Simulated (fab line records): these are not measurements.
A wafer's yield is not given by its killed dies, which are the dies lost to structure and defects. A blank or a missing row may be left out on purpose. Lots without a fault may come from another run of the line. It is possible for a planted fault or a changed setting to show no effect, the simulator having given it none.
fab line records | flow n5-finfet
record lots=7 wafers=21
route steps=1938 shown MOL_CONTACT_COAG@523 BEOL_M0_SAQP@638 BEOL_M0@715 BEOL_M1@800 BEOL_M2@846
start-h: start of the lot's first displayed wafer, in hours after the record's first day | wait-h: time in hours since the lot's previous step | " as in the row above | L1.1+2: a single row standing in for several wafers | - value missing, or start not given | * or withheld: withheld | < > ~ a bound
route shown NAME@n: NAME is a module with steps in the file, n the number in the route of the first one | usual: the fault-free wafers' mean and standard deviation | same: alike in all rows | chamber/n: place in a boat | sites: the reading at each site | _std_site: standard deviation across them | _edge_site: outer sites' mean less inner sites' | radius-mm: how far each site lies from the wafer's centre | mask NAME#n: copy n | behind: tool/chamber where the wafer was last shaped | hold: why the lot went on hold/how many hours it stayed there/how the hold came to an end | device: transistor that didn't switch, given as n, p or np | end of line: tests of these same wafers at the route's end | step lacking rows: just its recipe | killed: dies that structure and defects cost at the first sort, which is not the same as the wafer's yield | map: the dies of a wafer, with x for killed, . for not killed, _ for no die there
set.NAME: the setting as run; set.NAME@STEP: as run at that earlier step | model.NAME: the simulator's own value behind a step, which no gauge read
lots with deliberately changed settings; one table per step, one row per wafer
## steps
# step N5_MOL_CONTACT_COAG_EXPOSE_05
# recipe mask-id=CA na=0.33 source-shape=annular sigma-inner=0.4 sigma-outer=0.8 polarization=unpolarized defocus-nm=0 dose-mj=38.25
# columns lot.wafer tool chamber start-h wait-h mask set.dose-mj
L075.2+5+6 euv-scanner-01 0 90.87 - CA#0 38.25
L081.2+3 euv-scanner-02 0 132.32 - CA#0 36.99
L081.6 " 0 " " CA#0 38.25
L083.1+4+5 euv-scanner-02 0 141.51 - CA#0 35.77
L085.2+5+6 euv-scanner-02 0 161.82 - CA#0 38.25
L087.3+5+6 euv-scanner-01 0 168.50 - CA#0 38.25
L094.3+5 euv-scanner-01 0 210.86 - CA#0 40.73
L094.6 " 0 " " CA#0 38.25
L095.1+4 euv-scanner-02 0 213.64 - CA#0 36.57
L095.5 " 0 " " CA#0 38.25
# step N5_MOL_CONTACT_COAG_PEB_06
# recipe peb-temp-c=100 peb-time-s=60 resist=CAR-EUV
# step N5_MOL_CONTACT_COAG_DEVELOP_07
# recipe develop-time-s=30 developer=TMAH resist=CAR-EUV rinse-liquid=surfactant-rinse dry=air-spin dev-temp-c=23
# step N5_MOL_CONTACT_COAG_CD_MEAS_08
# recipe target-cd-nm=28 landing-energy-ev=500 detector=se-inlens polarity=opening
# usual cd-nm=28.00/0.23
# columns lot.wafer tool chamber start-h wait-h set.dose-mj@MOL_CONTACT_COAG_EXPOSE_05 cd-nm
L075.2 cd-sem-02 0 91.00 - 38.25 27.97
L075.5 " 0 " " 38.25 28.01
L075.6 " 0 " " 38.25 27.94
L081.2 cd-sem-03 0 132.44 - 36.99 27.40
L081.3 " 0 " " 36.99 26.89
L081.6 " 0 " " 38.25 27.88
L083.1 cd-sem-01 0 141.64 - 35.77 26.82
L083.4 " 0 " " 35.77 26.32
L083.5 " 0 " " 35.77 25.99
L085.2 cd-sem-03 0 161.95 - 38.25 28.16
L085.5 " 0 " " 38.25 28.37
L085.6 " 0 " " 38.25 28.16
L087.3 cd-sem-03 0 168.62 - 38.25 27.80
L087.5 " 0 " " 38.25 28.00
L087.6 " 0 " " 38.25 27.93
L094.3 cd-sem-03 0 210.98 - 40.73 29.56
L094.5 " 0 " " 40.73 29.49
L094.6 " 0 " " 38.25 28.22
L095.1 cd-sem-03 0 213.77 - 36.57 26.79
L095.4 " 0 " " 36.57 27.12
L095.5 " 0 " " 38.25 27.82
# step N5_MOL_CONTACT_COAG_DESCUM_13
# recipe chemistry=O2 time-s=7 source-power-w=50 bias-power-w=20 pressure-mtorr=20 rf-frequency-hz=2.712e+07 temp-c=40 resist=CAR-EUV o2-flow-sccm=225
# step N5_MOL_CONTACT_COAG_ETCH_59
# recipe chemistry=N2/H2 target=underlayer target-depth-a=130 mask-material=CAR-EUV time-s=10.4 ion-energy-ev=200 pressure-mtorr=30 source-w=840 bias-w=150 n2-flow-sccm=200 h2-flow-sccm=200 ends=cleared
# columns lot.wafer tool chamber start-h wait-h set.dose-mj@MOL_CONTACT_COAG_EXPOSE_05 model.MOL_CONTACT_COAG.cd-offset-nm
L075.2 rie-diel-02 2 91.15 0.0 38.25 -0.2
L075.5+6 " 3,0 " " 38.25 0
L081.2 rie-diel-02 0 132.64 0.0 36.99 -1.2
L081.3 " 2 " " 36.99 -1
L081.6 " 1 " " 38.25 -0.4
L083.1 rie-diel-06 3 141.80 0.0 35.77 -1.6
L083.4+5 " 1,3 " " 35.77 -1.8
L085.2 rie-diel-06 3 162.70 0.0 38.25 -0.2
L085.5+6 " 2,3 " " 38.25 0.2
L087.3+5+6 rie-diel-05 0,3,1 169.45 0.0 38.25 0.2
L094.3 rie-diel-05 3 211.19 0.0 40.73 1.4
L094.5 " 3 " " 40.73 1.6
L094.6 " 0 " " 38.25 0.2
L095.1+4 rie-diel-02 3,0 214.10 0.0 36.57 -1.2
L095.5 " 0 " " 38.25 -0.2
# step N5_MOL_CONTACT_COAG_ETCH_105
# recipe chemistry=CF4 target=SiARC target-depth-a=156 mask-material=CAR-EUV time-s=26 ion-energy-ev=80 pressure-mtorr=40 source-w=545 bias-w=36 Ar_flow_sccm=100 cf4-flow-sccm=100 ends=cleared
# columns lot.wafer tool chamber start-h wait-h set.dose-mj@MOL_CONTACT_COAG_EXPOSE_05 model.MOL_CONTACT_COAG.cd-offset-nm
L075.2 rie-diel-02 2 91.17 0.0 38.25 -0.2
L075.5+6 " 3,0 " " 38.25 0
L081.2 rie-diel-02 0 132.66 0.0 36.99 -1.2
L081.3 " 2 " " 36.99 -1
L081.6 " 1 " " 38.25 -0.4
L083.1 rie-diel-06 3 141.82 0.0 35.77 -1.6
L083.4 " 1 " " 35.77 -2
L083.5 " 3 " " 35.77 -1.8
L085.2 rie-diel-06 3 162.72 0.0 38.25 -0.2
L085.5+6 " 2,3 " " 38.25 0.2
L087.3+6 rie-diel-05 0,1 169.47 0.0 38.25 0.2
L087.5 " 3 " " 38.25 0
L094.3 rie-diel-05 3 211.21 0.0 40.73 1.4
L094.5 " 3 " " 40.73 1.6
L094.6 " 0 " " 38.25 0.2
L095.1 rie-diel-02 3 214.12 0.0 36.57 -1
L095.4 " 0 " " 36.57 -1.2
L095.5 " 0 " " 38.25 -0.2
# step N5_MOL_CONTACT_COAG_ETCH_106
# recipe chemistry=N2/H2 target=SOC target-depth-a=800 overetch-a=160 mask-material=SiARC temp-c=40 time-s=120 ion-energy-ev=200 pressure-mtorr=30 source-w=840 bias-w=150 n2-flow-sccm=200 h2-flow-sccm=200
# columns lot.wafer tool chamber start-h wait-h set.spin-rpm@MOL_CONTACT_COAG_COAT_103 model.etch.depth-nm
L075.2 rie-diel-02 2 91.20 0.0 1500 80.03
L075.5 " 3 " " 1558 78.27
L075.6 " 0 " " 1558 78.17
L081.2 rie-diel-02 0 132.69 0.0 1558 78.4
L081.3 " 2 " " 1500 79.95
L081.6 " 1 " " 1558 78.08
L083.1 rie-diel-06 3 141.85 0.0 1554 78.57
L083.4 " 1 " " 1500 79.74
L083.5 " 3 " " 1500 80.04
L085.2 rie-diel-06 3 162.75 0.0 1500 79.86
L085.5 " 2 " " 1500 79.91
L085.6 " 3 " " 1500 79.68
L087.3 rie-diel-05 0 169.50 0.0 1500 80.39
L087.5 " 3 " " 1500 80.14
L087.6 " 1 " " 1500 80.23
L094.3 rie-diel-05 3 211.23 0.0 1500 80
L094.5 " 3 " " 1380 83.26
L094.6 " 0 " " 1500 80.16
L095.1 rie-diel-02 3 214.15 0.0 1500 79.79
L095.4 " 0 " " 1500 80.03
L095.5 " 0 " " 1500 79.93
# step N5_MOL_CONTACT_COAG_STRIP_107
# recipe chemistry=N2/H2 temp-c=40 n2-flow-sccm=200 h2-flow-sccm=200 rf-frequency-hz=6e+07
# step N5_MOL_CONTACT_COAG_STRIP_108
# recipe chemistry=N2/H2 temp-c=40 n2-flow-sccm=200 h2-flow-sccm=200 rf-frequency-hz=6e+07
# step N5_MOL_CONTACT_COAG_CONTACT_ETCH_14
# recipe chemistry=C4F6/O2 target=SiO2 target-depth-a=275 overetch-a=85 mask-material=SOC pressure-mtorr=30 source-w=370 bias-w=185 Ar_flow_sccm=300 C4F6_flow_sccm=16 O2_flow_sccm=10 time-s=20 ion-energy-ev=259.6
# step N5_MOL_CONTACT_COAG_STRIP_109
# recipe chemistry=C4F6/O2 resist=SiARC rf-frequency-hz=6e+07
# step N5_MOL_CONTACT_COAG_ETCH_15
# recipe chemistry=CH3F/O2 target=SiNx target-depth-a=70 mask-material=SOC stop-on=Si:P over-etch-frac=0.75 ion-energy-ev=120 pressure-mtorr=30 source-w=395 bias-w=73 Ar_flow_sccm=150 CH3F_flow_sccm=30 O2_flow_sccm=20
# columns lot.wafer tool chamber start-h wait-h set.spin-rpm@MOL_CONTACT_COAG_COAT_103 model.SOC_of_MOL_CONTACT_COAG_COAT_103.thk-nm
L075.2 rie-diel-02 2 91.34 0.0 1500 75.4
L075.5+6 " 3,0 " " 1558 73.4
L081.2 rie-diel-02 0 132.82 0.0 1558 73.6
L081.3 " 2 " " 1500 75.2
L081.6 " 1 " " 1558 73.4
L083.1 rie-diel-06 3 141.98 0.0 1554 73.8
L083.4 " 1 " " 1500 75
L083.5 " 3 " " 1500 75.2
L085.2 rie-diel-06 3 162.88 0.0 1500 75
L085.5 " 2 " " 1500 75.2
L085.6 " 3 " " 1500 74.8
L087.3+5+6 rie-diel-05 0,3,1 169.64 0.0 1500 75.4
L094.3+6 rie-diel-05 3,0 211.37 0.0 1500 75.2
L094.5 " 3 " " 1380 78.4
L095.1+5 rie-diel-02 3,0 214.28 0.0 1500 75
L095.4 " 0 " " 1500 75.2
# step N5_MOL_CONTACT_COAG_ETCH_110
# recipe chemistry=CF4/O2 target=Si target-depth-a=25 time-s=8 pressure-mtorr=100 source-w=200 bias-w=12 ion-energy-ev=60 Ar_flow_sccm=100 cf4-flow-sccm=100 O2_flow_sccm=10
# columns lot.wafer tool chamber start-h wait-h set.spin-rpm@MOL_CONTACT_COAG_COAT_103 model.SOC_of_MOL_CONTACT_COAG_COAT_103.thk-nm
L075.2 rie-diel-02 2 91.40 0.0 1500 73.8
L075.5 " 3 " " 1558 72
L075.6 " 0 " " 1558 71.8
L081.2 rie-diel-02 0 132.88 0.0 1558 72
L081.3 " 2 " " 1500 73.8
L081.6 " 1 " " 1558 71.8
L083.1 rie-diel-06 3 142.04 0.0 1554 72.2
L083.4 " 1 " " 1500 73.4
L083.5 " 3 " " 1500 73.8
L085.2 rie-diel-06 3 162.94 0.0 1500 73.4
L085.5 " 2 " " 1500 73.6
L085.6 " 3 " " 1500 73.2
L087.3+5+6 rie-diel-05 0,3,1 169.70 0.0 1500 73.8
L094.3+6 rie-diel-05 3,0 211.43 0.0 1500 73.6
L094.5 " 3 " " 1380 77
L095.1 rie-diel-02 3 214.34 0.0 1500 73.4
L095.4+5 " 0 " " 1500 73.6
# step N5_MOL_CONTACT_COAG_STRIP_98
# recipe chemistry=N2/H2 power-w=500 temp-c=40 pressure-mtorr=50 rf-frequency-hz=6e+07 overash-fraction=0.3 bias-power-w=8 h2-frac=0.5 n2-flow-sccm=300 h2-flow-sccm=300
# step N5_MOL_CONTACT_COAG_CD_MEAS_99
# recipe target-cd-nm=17.2 polarity=opening
# usual cd-nm=17.3/0.31
# columns lot.wafer tool chamber start-h wait-h set.dose-mj@MOL_CONTACT_COAG_EXPOSE_05 cd-nm
L075.2 cd-sem-03 - 91.52 - 38.25 17.5
L075.5 " - " " 38.25 17.8
L075.6 " - " " 38.25 17.7
L081.2 cd-sem-01 - 133.00 - 36.99 16.3
L081.3 " - " " 36.99 16.3
L081.6 " - " " 38.25 17.3
L083.1 cd-sem-03 - 142.16 - 35.77 16.2
L083.4 " - " " 35.77 15.5
L083.5 " - " " 35.77 15.8
L085.2 cd-sem-02 - 163.06 - 38.25 17.1
L085.5 " - " " 38.25 17.2
L085.6 " - " " 38.25 17.7
L087.3 cd-sem-02 - 169.82 - 38.25 17.1
L087.5 " - " " 38.25 17.3
L087.6 " - " " 38.25 17.3
L094.3 cd-sem-03 - 211.55 - 40.73 18.9
L094.5 " - " " 40.73 19.1
L094.6 " - " " 38.25 17.7
L095.1 cd-sem-01 - 214.46 - 36.57 16.6
L095.4 " - " " 36.57 16.3
L095.5 " - " " 38.25 17.4
# step N5_MOL_CONTACT_COAG_ALD_131
# recipe material=SiO2 target-thk-a=50 temp-c=100 ald-precursor-family=BDEAS ald-co-reactant=O2-plasma pulse-time-s=1 co-reactant-pulse-time-s=1 purge-time-s=2 co-reactant-purge-time-s=2 ald-cycles=35 pressure-torr=2
# columns lot.wafer tool chamber start-h wait-h set.ald-cycles model.SiO2_of_MOL_CONTACT_COAG_ALD_131.thk-nm
L075.2+6 ald-sin-04 2,3 101.07 0.1 35 5
L075.5 " 2 " " 32 4.6
L081.2+3+6 ald-sin-03 0,3,2 142.65 0.1 35 5
L083.1+4 ald-sin-04 2,3 154.89 0.1 39 5.6
L083.5 " 0 " " 35 5
L085.2+5+6 ald-sin-02 0,3,2 172.53 0.1 35 5
L087.3+6 ald-sin-04 0,1 179.96 0.1 37 5.2
L087.5 " 0 " " 35 5
L094.3 ald-sin-03 1 223.48 0.1 35 5
L094.5+6 " 2,1 " " 31 4.4
L095.1 ald-sin-03 2 226.21 0.1 33 4.8
L095.4+5 " 1,3 " " 35 5
# step N5_MOL_CONTACT_COAG_ETCH_91
# recipe chemistry=N2/H2 target=SOC target-depth-a=600 overetch-a=210 mask-material=SiARC temp-c=40 time-s=101.2 ion-energy-ev=200 pressure-mtorr=30 source-w=840 bias-w=150 n2-flow-sccm=200 h2-flow-sccm=200
# usual rf-vpp-V=524.9/1.5
# columns lot.wafer tool chamber start-h wait-h set.source-w rf-vpp-V
L075.2 rie-diel-06 3 101.28 0.0 915.4 508.7
L075.5 " 3 " " 915.4 510.2
L075.6 " 2 " " 840 525.3
L081.2 rie-diel-06 3 142.87 0.0 748.5 545.6
L081.3 " 2 " " 840 525.8
L081.6 " 0 " " 840 525.6
L083.1 rie-diel-06 3 155.15 0.0 840 525.3
L083.4 " 2 " " 840 524.9
L083.5 " 0 " " 840 523.6
L085.2 rie-diel-06 3 172.97 0.0 840 525.0
L085.5 " 3 " " 840 524.7
L085.6 " 0 " " 840 522.9
L087.3 rie-diel-06 2 180.22 0.0 840 524.1
L087.5 " 2 " " 840 523.6
L087.6 " 1 " " 726.6 553.0
L094.3 rie-diel-02 2 223.72 0.0 746.2 543.3
L094.5 " 1 " " 746.2 543.9
L094.6 " 0 " " 840 527.6
L095.1 rie-diel-05 0 226.59 0.0 840 525.3
L095.4 " 2 " " 783.9 538.6
L095.5 " 0 " " 783.9 535.0
# step N5_BEOL_M0_SAQP_PECVD_04
# recipe material=a-Si target-thk-a=600 temp-c=350 precursor=SiH4/He pressure-torr=3 rf-w=100 time-s=60.2
# columns lot.wafer tool chamber start-h wait-h set.time-s model.a-Si_of_BEOL_M0_SAQP_PECVD_04.thk-nm
L075.2 pecvd-02 0 110.17 0.0 60.2 59.8
L075.5 " 1 " " 63.38 63.8
L075.6 " 2 " " 63.38 63.2
L081.2 pecvd-04 0 150.29 0.0 66.85 67
L081.3 " 2 " " 60.2 60.8
L081.6 " 0 " " 66.85 67.8
L083.1 pecvd-01 0 162.64 0.0 60.2 59
L083.4+5 " 0,1 " " 63.8 64
L085.2 pecvd-02 0 179.58 0.0 60.2 59.2
L085.5 " 0 " " 60.2 60.4
L085.6 " 1 " " 60.2 61
L087.3 pecvd-02 1 188.06 0.0 66.38 66.6
L087.5 " 1 " " 60.2 61
L087.6 " 2 " " 60.2 59.8
L094.3 pecvd-04 0 230.71 0.0 60.2 60.4
L094.5 " 1 " " 60.2 60.8
L094.6 " 2 " " 60.2 60.6
L095.1 pecvd-02 1 233.69 0.0 60.2 60.2
L095.4 " 2 " " 53.18 52.6
L095.5 " 1 " " 60.2 61
# step N5_BEOL_M0_SAQP_THK_MEAS_05
# usual thk-nm=60.1/0.81
# columns lot.wafer tool chamber start-h wait-h set.time-s@BEOL_M0_SAQP_PECVD_04 thk-nm
L075.2 film-metro-02 - 110.26 0.1 60.2 59.8
L075.5 " - " " 63.38 63.9
L075.6 " - " " 63.38 63.3
L081.2 film-metro-02 - 150.39 0.1 66.85 67.0
L081.3 " - " " 60.2 60.9
L081.6 " - " " 66.85 67.8
L083.1 film-metro-01 - 162.74 0.1 60.2 59.0
L083.4 " - " " 63.8 64.0
L083.5 " - " " 63.8 63.9
L085.2 film-metro-02 - 179.67 0.1 60.2 59.2
L085.5 " - " " 60.2 60.5
L085.6 " - " " 60.2 61.0
L087.3 film-metro-01 - 188.16 0.1 66.38 66.7
L087.5 " - " " 60.2 61.0
L087.6 " - " " 60.2 59.8
L094.3 film-metro-02 - 230.81 0.1 60.2 60.4
L094.5 " - " " 60.2 60.7
L094.6 " - " " 60.2 60.7
L095.1 film-metro-02 - 233.79 0.1 60.2 60.1
L095.4 " - " " 53.18 52.7
L095.5 " - " " 60.2 60.9
# step N5_BEOL_M0_ETCH_138
# recipe chemistry=CH3F/O2 target-depth-a=120 target=SiCN time-s=31.6 ion-energy-ev=120 pressure-mtorr=30 source-w=395 bias-w=75 Ar_flow_sccm=150 CH3F_flow_sccm=30 O2_flow_sccm=20 ends=cleared
# usual rf-vpp-V=297.8/1.3
# columns lot.wafer tool chamber start-h wait-h set.source-w rf-vpp-V
L075.2 rie-diel-02 3 119.78 0.0 350.3 309.9
L075.5 " 3 " " 350.3 310.1
L075.6 " 0 " " 395 300.9
L081.2 rie-diel-06 1 156.84 0.0 457.2 282.6
L081.3 " 0 " " 395 295.7
L081.6 " 0 " " 457.2 282.5
L083.1 rie-diel-05 0 169.34 0.0 341.1 312.1
L083.4 " 3 " " 395 298.3
L083.5 " 0 " " 341.1 311.3
L085.2 rie-diel-06 2 187.48 0.0 395 296.1
L085.5 " 2 " " 395 297.2
L085.6 " 1 " " 395 298.7
L087.3 rie-diel-02 2 196.46 0.0 434 288.7
L087.5 " 2 " " 395 297.5
L087.6 " 1 " " 434 287.4
L094.3 rie-diel-02 1 236.94 0.0 395 296.7
L094.5 " 0 " " 395 299.2
L094.6 " 3 " " 395 297.1
L095.1 rie-diel-02 1 241.01 0.0 395 297.6
L095.4 " 3 " " 395 296.6
L095.5 " 2 " " 395 296.4
# step N5_BEOL_M1_TRENCH_ETCH_37
# recipe chemistry=C4F6/O2 target-depth-a=552.07 target=SiOC time-s=29 ion-energy-ev=250 pressure-mtorr=30 source-w=355 bias-w=185 Ar_flow_sccm=300 C4F6_flow_sccm=10 O2_flow_sccm=10
# usual rf-vpp-V=661/11
# columns lot.wafer tool chamber start-h wait-h set.bias-w rf-vpp-V
L075.2 rie-diel-03 1 - - 151.7 570
L075.5 " 0 " " 151.7 570
L075.6 " 1 " " 185 666
L081.2 rie-diel-04 3 - - 185 671
L081.3 " 0 " " 193.4 695
L081.6 " 2 " " 193.4 685
L083.1 rie-diel-01 1 - - 185 674
L083.4 " 0 " " 185 644
L083.5 " 0 " " 185 645
L085.2 rie-diel-04 0 - - 185 671
L085.5 " 2 " " 185 661
L085.6 " 3 " " 185 671
L087.3 rie-diel-03 2 - - 185 645
L087.5 " 2 " " 185 646
L087.6 " 3 " " 213.1 742
L094.3 rie-diel-01 1 - - 185 675
L094.5 " 2 " " 185 649
L094.6 " 1 " " 185 674
L095.1 rie-diel-01 2 - - 185 648
L095.4 " 0 " " 185 644
L095.5 " 0 " " 185 645
# step N5_BEOL_M2_COAT_62
# recipe resist=SiARC temp-c=220 time-s=60 spin-rpm=1500 resist-thk-nm=12
# columns lot.wafer tool chamber start-h wait-h set.spin-rpm model.SiARC_of_BEOL_M2_COAT_62.thk-nm
L075.2+5+6 litho-track-05 0 - - 1500 12
L081.2+3 litho-track-05 0 - - 1613 11.6
L081.6 " 0 " " 1500 12
L083.1 litho-track-01 0 - - 1351 12.6
L083.4+5 " 0 " " 1500 12
L085.2+5+6 litho-track-04 0 - - 1500 12
L087.3+5+6 litho-track-01 0 - - 1500 12
L094.3+6 litho-track-01 0 - - 1500 12
L094.5 " 0 " " 1419 12.4
L095.1+4+5 litho-track-01 0 - - 1500 12
## key
split step=N5_MOL_CONTACT_COAG_EXPOSE_05 setting=dose-mj stated=38.25 by=wafer
response step=N5_MOL_CONTACT_COAG_CD_MEAS_08 reading=cd-nm change=+0.203 per=1% r=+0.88
response step=N5_MOL_CONTACT_COAG_ETCH_59 reading=model.MOL_CONTACT_COAG.cd-offset-nm change=+0.21 per=1% r=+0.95
response step=N5_MOL_CONTACT_COAG_ETCH_105 reading=model.MOL_CONTACT_COAG.cd-offset-nm change=+0.203 per=1% r=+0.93
response step=N5_MOL_CONTACT_COAG_CD_MEAS_99 reading=cd-nm change=+0.214 per=1% r=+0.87
split step=N5_MOL_CONTACT_COAG_ALD_131 setting=ald-cycles stated=35 by=wafer
response step=N5_MOL_CONTACT_COAG_ALD_131 reading=model.SiO2_of_MOL_CONTACT_COAG_ALD_131.thk-nm change=+0.0486 per=1% r=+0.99
split step=N5_MOL_CONTACT_COAG_ETCH_91 setting=source-w stated=840 by=wafer
response step=N5_MOL_CONTACT_COAG_ETCH_91 reading=rf-vpp-V change=-1.83 per=1% r=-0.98
split step=N5_BEOL_M0_SAQP_PECVD_04 setting=time-s stated=60.2 by=wafer
response step=N5_BEOL_M0_SAQP_PECVD_04 reading=model.a-Si_of_BEOL_M0_SAQP_PECVD_04.thk-nm change=+0.654 per=1% r=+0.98
response step=N5_BEOL_M0_SAQP_THK_MEAS_05 reading=thk-nm change=* per=1% r=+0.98
split step=N5_BEOL_M0_ETCH_138 setting=source-w stated=395 by=wafer
response step=N5_BEOL_M0_ETCH_138 reading=rf-vpp-V change=-0.887 per=1% r=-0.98
split step=N5_BEOL_M1_TRENCH_ETCH_37 setting=bias-w stated=185 by=wafer
response step=N5_BEOL_M1_TRENCH_ETCH_37 reading=rf-vpp-V change=+5.67 per=1% r=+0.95
split step=N5_BEOL_M2_COAT_62 setting=spin-rpm stated=1500 by=wafer
response step=N5_BEOL_M2_COAT_62 reading=model.SiARC_of_BEOL_M2_COAT_62.thk-nm change=-0.0603 per=1% r=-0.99
split outside-this-file step=N5_MOL_CONTACT_COAG_COAT_103 setting=spin-rpm
# split outside-this-file: this setting was split too, and the file shows its column; the key of that split is in another file
